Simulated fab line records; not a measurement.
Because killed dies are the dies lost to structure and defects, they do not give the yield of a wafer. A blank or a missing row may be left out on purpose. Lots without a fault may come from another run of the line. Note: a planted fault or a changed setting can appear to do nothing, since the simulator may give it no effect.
fab line records    flow n5-finfet    part 1 of 2: steps 1 to 4 of 6
record: lots: 24  wafers: 72  last-day: 17
route steps=1938 shown FIN_SAQP@142 FIN_CUT@164 DUMMY_GATE@232
lots untouched by any fault: they come from a run of this same line in which no faults occurred
start-h: start of the lot's first displayed wafer, in hours after the record's first day    wait-h: hours elapsed since this lot's preceding step    " as in the row above    L1.1+2: a single row standing in for several wafers    - either no value or no given start    * or withheld: withheld    < > ~ a bound
route shown NAME@n: a module of which the file shows steps, and the number in the route of the first    usual: the fault-free wafers' mean and standard deviation    same: alike in all rows    chamber/n: place in a boat    sites: per-site readings    _std_site: how widely they spread, as a standard deviation    _edge_site: inner sites' mean taken away from outer sites' mean    radius-mm: for every site, how far away it sits from the centre of the wafer    mask NAME#n: copy n    behind: tool/chamber where the wafer was last shaped    hold: the reason the lot was held/the length of the hold in hours/how it ended    device: transistor that didn't switch, given as n, p or np    end of line: at the end of the route, the tests of the same wafers    a step without rows: its recipe alone    killed: dies that structure and defects cost at the first sort, which is not the same as the wafer's yield    map: a wafer's dies, x killed, . not, _ none there
set.NAME: the run value of the setting; set.NAME@STEP: its run value at that earlier step    model.NAME: the simulator's own value behind a step, which no gauge read
the route's steps for a sample of lots (tables are steps, rows are wafers)
services: a tool's chamber out of use, with start hour (start-h, from the record's first day; less than 0 if before it), hours out, and reason
== steps ==
step: N5_FIN_SAQP_HM_OPEN_33
recipe: chemistry: CH3F/O2  target: SiNx  mask-material: SiO2  target-depth-a: 494  time-s: 70.6  pressure-mtorr: 30  source-w: 395  bias-w: 73  Ar_flow_sccm: 150  CH3F_flow_sccm: 30  O2_flow_sccm: 20  ion-energy-ev: 120  ends: cleared
usual: drypump-motor-current-A: 5.8/0.48  etch-rf-on-time-s: 68.8/1.3  oes_ar_750_au: 0.80/0.064  oes_f_703_au: 0.81/0.067  oes-product-au: 0.68/0.056  rf-vpp-V: 295/6.3  showerhead-plenum-p-Torr: 2.04/0.038  throttle-valve-pct: 16.38/0.22
lot.wafer  tool         chamber  start-h  wait-h  drypump-motor-current-A  etch-rf-on-time-s  oes_ar_750_au  oes_f_703_au  oes-product-au  rf-hours-counter-h  rf-vpp-V  showerhead-plenum-p-Torr  throttle-valve-pct
L074.3     rie-diel-02  1        26.39    0.0     6.3                      68.1               0.75           0.74          0.63            177                 294       1.99                      16.14
L074.5     "            1        "        "       6.3                      70.8               0.74           0.74          0.63            -                   294       1.99                      16.16
L074.6     "            0        "        "       6.5                      68.4               0.95           0.96          0.81            -                   296       2.12                      16.19
L075.3     rie-diel-02  2        31.45    0.0     5.1                      71.2               0.76           0.76          0.64            143                 290       2.02                      16.77
L075.4     "            3        "        "       5.8                      71.1               0.82           0.84          0.68            75                  282       2.02                      16.55
L075.6     "            0        "        "       6.5                      68.9               0.95           0.96          0.81            -                   294       2.12                      16.18
L076.3     rie-diel-02  0        38.06    0.0     6.5                      66.3               0.94           0.96          0.80            13                  295       2.12                      16.19
L076.4     "            1        "        "       6.3                      69.5               0.74           0.74          0.63            181                 295       1.99                      16.16
L076.6     "            1        "        "       6.3                      68.4               0.74           0.74          0.62            -                   292       1.99                      16.17
L077.2     rie-diel-02  0        44.33    0.2     6.6                      67.9               0.94           0.95          0.79            15                  293       2.12                      16.19
L077.5     "            0        "        "       6.6                      69.3               0.93           0.95          0.79            -                   295       2.12                      16.20
L077.6     "            1        "        "       6.2                      70.5               0.74           0.74          0.62            -                   294       1.99                      16.16
L078.1     rie-diel-02  3        49.67    0.2     5.9                      69.8               0.82           0.85          0.68            80                  284       2.02                      16.56
L078.3     "            1        "        "       6.3                      68.4               0.73           0.73          0.63            184                 294       1.99                      16.17
L078.6     "            1        "        "       6.3                      70.9               0.73           0.74          0.63            -                   294       1.99                      16.15
L079.1     rie-diel-05  0        56.01    0.0     5.5                      65.9               0.83           0.84          0.71            74                  302       2.03                      16.53
L079.3     "            2        "        "       4.9                      67.3               0.75           0.75          0.66            144                 304       2.08                      16.01
L079.5     "            1        "        "       6.3                      68.0               0.90           0.90          0.77            -                   306       2.05                      16.38
L080.1     rie-diel-05  0        62.71    0.1     5.5                      65.7               0.83           0.83          0.71            77                  302       2.03                      16.55
L080.2     "            1        "        "       6.2                      67.7               0.89           0.90          0.77            41                  304       2.05                      16.39
L080.4     "            3        "        "       5.5                      69.7               0.87           0.88          0.75            50                  294       2.11                      16.03
L081.2     rie-diel-06  1        69.97    0.1     5.7                      69.1               0.73           0.75          0.62            166                 295       2.07                      16.35
L081.5     "            3        "        "       5.7                      70.7               0.88           0.88          0.74            -                   301       2.05                      16.45
L081.6     "            0        "        "       6.4                      71.6               0.74           0.75          0.62            -                   289       2.00                      16.60
L082.1     rie-diel-06  1        74.13    0.1     5.7                      67.5               0.73           0.75          0.62            168                 296       2.07                      16.38
L082.2     "            0        "        "       6.4                      69.8               0.73           0.75          0.63            162                 287       1.99                      16.62
L082.3     "            2        "        "       5.5                      68.8               0.82           0.83          0.70            76                  286       2.03                      16.20
L083.3     rie-diel-06  2        79.97    0.0     5.5                      69.0               0.82           0.83          0.69            78                  289       2.03                      16.21
L083.4     "            0        "        "       6.4                      69.8               0.74           0.75          0.62            165                 288       1.99                      16.61
L083.5     "            3        "        "       5.7                      70.2               0.87           0.88          0.74            -                   301       2.05                      16.45
L084.3     rie-diel-06  0        86.13    0.0     6.4                      67.8               0.74           0.74          0.62            166                 289       1.99                      16.61
L084.4     "            2        "        "       5.5                      70.2               0.82           0.83          0.69            80                  289       2.03                      16.19
L084.6     "            0        "        "       6.4                      68.7               0.74           0.75          0.62            -                   287       1.99                      16.61
L085.2     rie-diel-02  2        92.69    0.0     5.1                      71.0               0.74           0.74          0.63            165                 292       2.01                      16.80
L085.4     "            1        "        "       6.3                      69.7               0.73           0.73          0.62            200                 294       1.99                      16.20
L085.5     "            3        "        "       5.9                      70.0               0.80           0.83          0.66            -                   282       2.02                      16.57
L086.2     rie-diel-06  3        100.26   0.2     5.7                      67.2               0.86           0.87          0.74            60                  301       2.05                      16.47
L086.3     "            0        "        "       6.4                      69.7               0.73           0.75          0.61            172                 288       1.99                      16.63
L086.5     "            1        "        "       5.7                      69.3               0.72           0.74          0.61            -                   293       2.06                      16.37
L087.3     rie-diel-05  0        104.97   0.0     5.5                      66.5               0.81           0.82          0.71            91                  302       2.03                      16.57
L087.4     "            2        "        "       4.9                      69.0               0.74           0.74          0.65            159                 302       2.07                      16.05
L087.5     "            2        "        "       4.9                      69.7               0.75           0.73          0.64            -                   303       2.07                      16.05
L088.1     rie-diel-06  1        109.27   0.2     5.7                      69.5               0.72           0.74          0.60            181                 294       2.06                      16.39
L088.3     "            2        "        "       5.5                      68.1               0.81           0.82          0.68            88                  289       2.02                      16.21
L088.5     "            3        "        "       5.7                      69.1               0.86           0.87          0.74            -                   302       2.05                      16.47
L089.1     rie-diel-06  2        115.50   0.0     5.5                      68.6               0.81           0.81          0.69            91                  288       2.02                      16.22
L089.5     "            3        "        "       5.7                      68.1               0.87           0.86          0.73            -                   302       2.04                      16.47
L089.6     "            2        "        "       5.5                      69.8               0.81           0.83          0.69            -                   288       2.02                      16.23
L090.2     rie-diel-05  1        121.66   0.0     6.2                      68.0               0.86           0.88          0.74            61                  306       2.04                      16.41
L090.5     "            0        "        "       5.5                      66.5               0.81           0.81          0.69            -                   302       2.03                      16.58
L090.6     "            3        "        "       5.5                      70.5               0.84           0.85          0.72            -                   293       2.11                      16.05
L091.1     rie-diel-05  1        127.92   0.0     6.2                      68.0               0.86           0.86          0.73            63                  304       2.04                      16.42
L091.2     "            3        "        "       5.4                      67.6               0.84           0.85          0.71            71                  294       2.10                      16.06
L091.6     "            3        "        "       5.4                      70.2               0.84           0.85          0.72            -                   292       2.11                      16.05
L092.1     rie-diel-05  1        135.74   0.0     6.2                      68.6               0.86           0.86          0.74            65                  304       2.04                      16.46
L092.3     "            3        "        "       5.4                      69.3               0.84           0.85          0.71            74                  294       2.10                      16.07
L092.4     "            2        "        "       4.9                      68.8               0.74           0.73          0.64            171                 304       2.07                      16.05
L093.2     rie-diel-02  1        141.12   0.0     6.3                      68.6               0.72           0.71          0.61            215                 294       1.98                      16.22
L093.4     "            0        "        "       6.5                      68.6               0.88           0.88          0.76            45                  294       2.11                      16.25
L093.5     "            3        "        "       5.9                      69.4               0.79           0.81          0.66            -                   284       2.01                      16.62
L094.1     rie-diel-06  0        147.13   0.1     6.4                      67.9               0.72           0.72          0.60            187                 288       1.99                      16.67
L094.2     "            1        "        "       5.7                      67.0               0.71           0.73          0.60            193                 294       2.06                      16.42
L094.3     "            2        "        "       5.5                      69.3               0.80           0.80          0.67            103                 289       2.02                      16.25
L095.2     rie-diel-05  1        151.92   0.0     6.2                      67.8               0.85           0.85          0.73            71                  305       2.04                      16.45
L095.3     "            0        "        "       5.5                      66.9               0.79           0.81          0.68            106                 302       2.02                      16.58
L095.5     "            0        "        "       5.5                      66.3               0.80           0.80          0.69            -                   302       2.02                      16.60
L096.2     rie-diel-06  1        159.38   0.0     5.7                      69.8               0.71           0.73          0.60            199                 294       2.06                      16.42
L096.4     "            0        "        "       6.4                      70.2               0.72           0.73          0.61            193                 287       1.98                      16.66
L096.5     "            0        "        "       6.4                      71.0               0.72           0.73          0.60            -                   288       1.98                      16.65
L097.1     rie-diel-05  0        163.98   0.1     5.5                      66.8               0.79           0.80          0.68            111                 302       2.02                      16.61
L097.3     "            3        "        "       5.4                      69.1               0.83           0.84          0.71            84                  292       2.10                      16.07
L097.5     "            0        "        "       5.5                      67.6               0.80           0.80          0.68            -                   304       2.02                      16.59
step: N5_FIN_SAQP_STRIP_77
recipe: chemistry: N2/H2  time-s: 90  power-w: 100  temp-c: 40  pressure-mtorr: 100  rf-frequency-hz: 6e+07  bias-power-w: 3  n2-flow-sccm: 300  h2-flow-sccm: 300
usual: drypump-motor-current-A: 5.8/0.48  oes-product-au: 0.80/0.068  rf-vpp-V: 45.4/0.83  showerhead-plenum-p-Torr: 3.44/0.075  throttle-valve-pct: 12.21/0.17
lot.wafer  tool         chamber  start-h  wait-h  drypump-motor-current-A  oes-product-au  rf-hours-counter-h  rf-vpp-V  showerhead-plenum-p-Torr  throttle-valve-pct
L074.3     rie-diel-02  1        26.48    0.0     6.3                      0.74            177                 46.7      3.37                      12.07
L074.5     "            1        "        "       6.3                      0.73            -                   44.0      3.37                      12.08
L074.6     "            0        "        "       6.5                      0.95            -                   45.4      3.62                      12.12
L075.3     rie-diel-02  2        31.55    0.0     5.1                      0.76            143                 44.8      3.37                      12.43
L075.4     "            3        "        "       5.9                      0.81            75                  45.1      3.42                      12.41
L075.6     "            0        "        "       6.5                      0.94            -                   45.6      3.61                      12.12
L076.3     rie-diel-02  0        38.16    0.0     6.5                      0.95            13                  46.5      3.61                      12.14
L076.4     "            1        "        "       6.3                      0.75            181                 45.5      3.37                      12.09
L076.6     "            1        "        "       6.2                      0.74            -                   45.3      3.37                      12.08
L077.2     rie-diel-02  0        44.42    0.0     6.6                      0.94            15                  45.5      3.61                      12.13
L077.5     "            0        "        "       6.6                      0.94            -                   47.0      3.61                      12.14
L077.6     "            1        "        "       6.3                      0.73            -                   45.6      3.37                      12.08
L078.1     rie-diel-02  3        49.76    0.0     5.9                      0.79            80                  46.7      3.41                      12.44
L078.3     "            1        "        "       6.3                      0.72            184                 44.4      3.37                      12.11
L078.6     "            1        "        "       6.3                      0.72            -                   44.3      3.37                      12.10
L079.1     rie-diel-05  0        56.10    0.0     5.5                      0.83            74                  44.6      3.40                      12.17
L079.3     "            2        "        "       4.9                      0.78            144                 44.5      3.52                      12.02
L079.5     "            1        "        "       6.2                      0.90            -                   44.9      3.43                      12.13
L080.1     rie-diel-05  0        62.80    0.0     5.5                      0.83            77                  44.4      3.40                      12.17
L080.2     "            1        "        "       6.2                      0.90            41                  46.4      3.43                      12.13
L080.4     "            3        "        "       5.5                      0.87            50                  46.3      3.55                      11.90
L081.2     rie-diel-06  1        70.07    0.0     5.7                      0.72            166                 47.0      3.49                      12.21
L081.5     "            3        "        "       5.7                      0.89            -                   44.0      3.42                      12.14
L081.6     "            0        "        "       6.4                      0.75            -                   44.5      3.36                      12.50
L082.1     rie-diel-06  1        74.22    0.0     5.7                      0.72            168                 46.1      3.49                      12.19
L082.2     "            0        "        "       6.4                      0.74            162                 46.8      3.36                      12.52
L082.3     "            2        "        "       5.5                      0.83            76                  45.4      3.42                      12.03
L083.3     rie-diel-06  2        80.06    0.0     5.5                      0.82            79                  46.3      3.42                      12.03
L083.4     "            0        "        "       6.4                      0.73            165                 44.4      3.36                      12.54
L083.5     "            3        "        "       5.7                      0.87            -                   46.5      3.42                      12.17
L084.3     rie-diel-06  0        86.22    0.0     6.4                      0.73            166                 45.5      3.36                      12.52
L084.4     "            2        "        "       5.5                      0.82            80                  45.2      3.42                      12.04
L084.6     "            0        "        "       6.4                      0.73            -                   44.8      3.36                      12.53
L085.2     rie-diel-02  2        92.79    0.0     5.1                      0.74            165                 46.3      3.36                      12.46
L085.4     "            1        "        "       6.3                      0.73            200                 44.7      3.36                      12.15
L085.5     "            3        "        "       5.9                      0.78            -                   45.5      3.40                      12.46
L086.2     rie-diel-06  3        100.35   0.0     5.7                      0.87            60                  46.1      3.42                      12.15
L086.3     "            0        "        "       6.4                      0.72            172                 45.0      3.36                      12.55
L086.5     "            1        "        "       5.7                      0.71            -                   45.0      3.49                      12.23
L087.3     rie-diel-05  0        105.07   0.0     5.5                      0.81            91                  45.8      3.39                      12.21
L087.4     "            2        "        "       4.9                      0.75            159                 44.0      3.52                      12.09
L087.5     "            2        "        "       4.9                      0.76            -                   46.2      3.52                      12.09
L088.1     rie-diel-06  1        109.37   0.0     5.7                      0.71            181                 45.9      3.49                      12.22
L088.3     "            2        "        "       5.5                      0.81            88                  45.9      3.42                      12.06
L088.5     "            3        "        "       5.7                      0.87            -                   45.4      3.41                      12.18
L089.1     rie-diel-06  2        115.59   0.0     5.5                      0.80            91                  46.0      3.41                      12.08
L089.5     "            3        "        "       5.7                      0.85            -                   47.8      3.41                      12.18
L089.6     "            2        "        "       5.5                      0.81            -                   46.2      3.41                      12.07
L090.2     rie-diel-05  1        121.75   0.0     6.2                      0.86            61                  45.0      3.42                      12.19
L090.5     "            0        "        "       5.5                      0.82            -                   45.1      3.39                      12.22
L090.6     "            3        "        "       5.5                      0.84            -                   45.7      3.54                      11.93
L091.1     rie-diel-05  1        128.01   0.0     6.2                      0.86            63                  44.4      3.42                      12.20
L091.2     "            3        "        "       5.5                      0.84            71                  45.9      3.54                      11.96
L091.6     "            3        "        "       5.5                      0.84            -                   44.9      3.54                      11.95
L092.1     rie-diel-05  1        135.83   0.0     6.2                      0.87            66                  44.3      3.42                      12.20
L092.3     "            3        "        "       5.5                      0.84            74                  45.5      3.54                      11.94
L092.4     "            2        "        "       4.9                      0.75            171                 46.3      3.51                      12.09
L093.2     rie-diel-02  1        141.21   0.0     6.3                      0.70            215                 45.9      3.35                      12.17
L093.4     "            0        "        "       6.6                      0.88            45                  45.4      3.60                      12.22
L093.5     "            3        "        "       5.9                      0.77            -                   44.9      3.40                      12.50
L094.1     rie-diel-06  0        147.22   0.0     6.4                      0.72            187                 46.2      3.35                      12.59
L094.2     "            1        "        "       5.7                      0.70            193                 44.5      3.48                      12.26
L094.3     "            2        "        "       5.5                      0.80            103                 44.2      3.41                      12.11
L095.2     rie-diel-05  1        152.02   0.0     6.2                      0.85            71                  45.3      3.41                      12.23
L095.3     "            0        "        "       5.5                      0.80            107                 45.2      3.38                      12.24
L095.5     "            0        "        "       5.5                      0.80            -                   45.2      3.38                      12.24
L096.2     rie-diel-06  1        159.47   0.0     5.7                      0.70            199                 45.2      3.48                      12.27
L096.4     "            0        "        "       6.4                      0.72            193                 44.5      3.34                      12.60
L096.5     "            0        "        "       6.4                      0.71            -                   45.3      3.34                      12.61
L097.1     rie-diel-05  0        164.07   0.0     5.5                      0.79            111                 44.5      3.38                      12.28
L097.3     "            3        "        "       5.5                      0.82            84                  45.4      3.53                      11.95
L097.5     "            0        "        "       5.5                      0.78            -                   44.8      3.38                      12.26
step: N5_FIN_CUT_OVL_MEAS_09
recipe: points-per-wafer: 522
usual: FIN_CUT_OVL: -0.2/0.61
lot.wafer  tool        chamber  start-h  wait-h  FIN_CUT_OVL[nm]
L074.3     overlay-02  0        27.27    0.0     -0.6
L074.5     "           0        "        "       -0.4
L074.6     "           0        "        "       1.1
L075.3     overlay-02  0        32.34    0.0     -0.7
L075.4     "           0        "        "       -0.4
L075.6     "           0        "        "       -0.3
L076.3     overlay-02  0        39.07    0.0     -0.2
L076.4     "           0        "        "       0.2
L076.6     "           0        "        "       0.9
L077.2     overlay-01  0        45.21    0.0     -1.2
L077.5     "           0        "        "       -0.9
L077.6     "           0        "        "       -0.3
L078.1     overlay-02  0        50.54    0.0     -1.1
L078.3     "           0        "        "       0.1
L078.6     "           0        "        "       -1.0
L079.1     overlay-02  0        57.01    0.0     -0.5
L079.3     "           0        "        "       -0.3
L079.5     "           0        "        "       -0.6
L080.1     overlay-01  0        63.74    0.1     -1.4
L080.2     "           0        "        "       -0.3
L080.4     "           0        "        "       0.1
L081.2     overlay-02  0        70.85    0.0     -0.1
L081.5     "           0        "        "       0.9
L081.6     "           0        "        "       -0.2
L082.1     overlay-01  0        75.13    0.0     -0.8
L082.2     "           0        "        "       0.0
L082.3     "           0        "        "       0.3
L083.3     overlay-02  0        80.88    0.0     -0.1
L083.4     "           0        "        "       -0.6
L083.5     "           0        "        "       -0.2
L084.3     overlay-02  0        87.13    0.0     0.3
L084.4     "           0        "        "       0.2
L084.6     "           0        "        "       -0.2
L085.2     overlay-01  0        93.69    0.0     -0.6
L085.4     "           0        "        "       -0.3
L085.5     "           0        "        "       -1.3
L086.2     overlay-02  0        101.26   0.0     -0.2
L086.3     "           0        "        "       0.6
L086.5     "           0        "        "       -0.7
L087.3     overlay-02  0        105.98   0.0     -0.8
L087.4     "           0        "        "       0.4
L087.5     "           0        "        "       0.7
L088.1     overlay-02  0        110.27   0.0     0.5
L088.3     "           0        "        "       0.1
L088.5     "           0        "        "       0.1
L089.1     overlay-02  0        116.49   0.0     -0.9
L089.5     "           0        "        "       -0.3
L089.6     "           0        "        "       0.7
L090.2     overlay-01  0        122.53   0.0     -0.2
L090.5     "           0        "        "       1.0
L090.6     "           0        "        "       0.0
L091.1     overlay-02  0        128.91   0.0     -0.6
L091.2     "           0        "        "       -0.2
L091.6     "           0        "        "       1.2
L092.1     overlay-02  0        136.61   0.0     -0.2
L092.3     "           0        "        "       -0.3
L092.4     "           0        "        "       -0.2
L093.2     overlay-02  0        142.17   0.0     1.3
L093.4     "           0        "        "       0.9
L093.5     "           0        "        "       0.8
L094.1     overlay-01  0        148.13   0.0     -0.8
L094.2     "           0        "        "       -0.7
L094.3     "           0        "        "       -0.8
L095.2     overlay-02  0        152.92   0.0     -0.9
L095.3     "           0        "        "       -1.1
L095.5     "           0        "        "       -1.1
L096.2     overlay-01  0        160.27   0.0     -0.4
L096.4     "           0        "        "       -0.6
L096.5     "           0        "        "       -0.1
L097.1     overlay-02  0        164.97   0.0     0.1
L097.3     "           0        "        "       0.3
L097.5     "           0        "        "       -0.6
step: N5_DUMMY_GATE_OVL_MEAS_16
recipe: points-per-wafer: 522
usual: GATE_OVL: 0.6/0.58
lot.wafer  tool        chamber  start-h  wait-h  GATE_OVL[nm]
L074.3     overlay-02  0        45.80    0.0     0.4
L074.5     "           0        "        "       0.2
L074.6     "           0        "        "       0.5
L075.3     overlay-02  0        50.87    0.0     1.1
L075.4     "           0        "        "       -0.2
L075.6     "           0        "        "       0.5
L076.3     overlay-01  0        67.09    0.0     0.8
L076.4     "           0        "        "       1.2
L076.6     "           0        "        "       1.4
L077.2     overlay-02  0        71.62    0.0     -0.1
L077.5     "           0        "        "       -0.1
L077.6     "           0        "        "       0.1
L078.1     overlay-01  0        75.66    0.0     1.2
L078.3     "           0        "        "       1.3
L078.6     "           0        "        "       1.7
L079.1     overlay-02  0        79.55    0.0     0.4
L079.3     "           0        "        "       0.4
L079.5     "           0        "        "       1.0
L080.1     overlay-01  0        82.51    0.0     -0.1
L080.2     "           0        "        "       0.2
L080.4     "           0        "        "       1.2
L081.2     overlay-01  0        92.04    0.0     -0.2
L081.5     "           0        "        "       0.9
L081.6     "           0        "        "       0.4
L082.1     overlay-02  0        94.48    0.0     -0.7
L082.2     "           0        "        "       0.4
L082.3     "           0        "        "       0.6
L083.3     overlay-02  0        100.38   0.0     0.5
L083.4     "           0        "        "       0.3
L083.5     "           0        "        "       0.4
L084.3     overlay-01  0        108.45   0.0     0.5
L084.4     "           0        "        "       0.5
L084.6     "           0        "        "       1.1
L085.2     overlay-02  0        120.60   0.0     0.4
L085.4     "           0        "        "       0.9
L085.5     "           0        "        "       0.1
L086.2     overlay-01  0        120.64   0.0     0.7
L086.3     "           0        "        "       0.8
L086.5     "           0        "        "       1.5
L087.3     overlay-02  0        127.03   0.0     1.4
L087.4     "           0        "        "       0.8
L087.5     "           0        "        "       1.8
L088.1     overlay-02  0        133.33   0.0     1.2
L088.3     "           0        "        "       1.7
L088.5     "           0        "        "       1.5
L089.1     overlay-01  0        136.02   0.0     0.9
L089.5     "           0        "        "       0.5
L089.6     "           0        "        "       0.3
L090.2     overlay-01  0        143.15   0.0     0.1
L090.5     "           0        "        "       0.6
L090.6     "           0        "        "       0.3
L091.1     overlay-01  0        150.13   0.0     0.5
L091.2     "           0        "        "       0.1
L091.6     "           0        "        "       0.4
L092.1     overlay-01  0        159.70   0.0     1.3
L092.3     "           0        "        "       1.3
L092.4     "           0        "        "       0.9
L093.2     overlay-02  0        164.16   0.0     1.3
L093.4     "           0        "        "       0.9
L093.5     "           0        "        "       0.2
L094.1     overlay-02  0        167.42   0.0     1.4
L094.2     "           0        "        "       1.2
L094.3     "           0        "        "       1.0
L095.2     overlay-02  0        172.09   0.0     -0.3
L095.3     "           0        "        "       0.6
L095.5     "           0        "        "       0.5
L096.2     overlay-02  0        181.94   0.0     0.8
L096.4     "           0        "        "       0.4
L096.5     "           0        "        "       2.0
L097.1     overlay-01  0        183.52   0.0     -0.2
L097.3     "           0        "        "       0.5
L097.5     "           0        "        "       -0.7
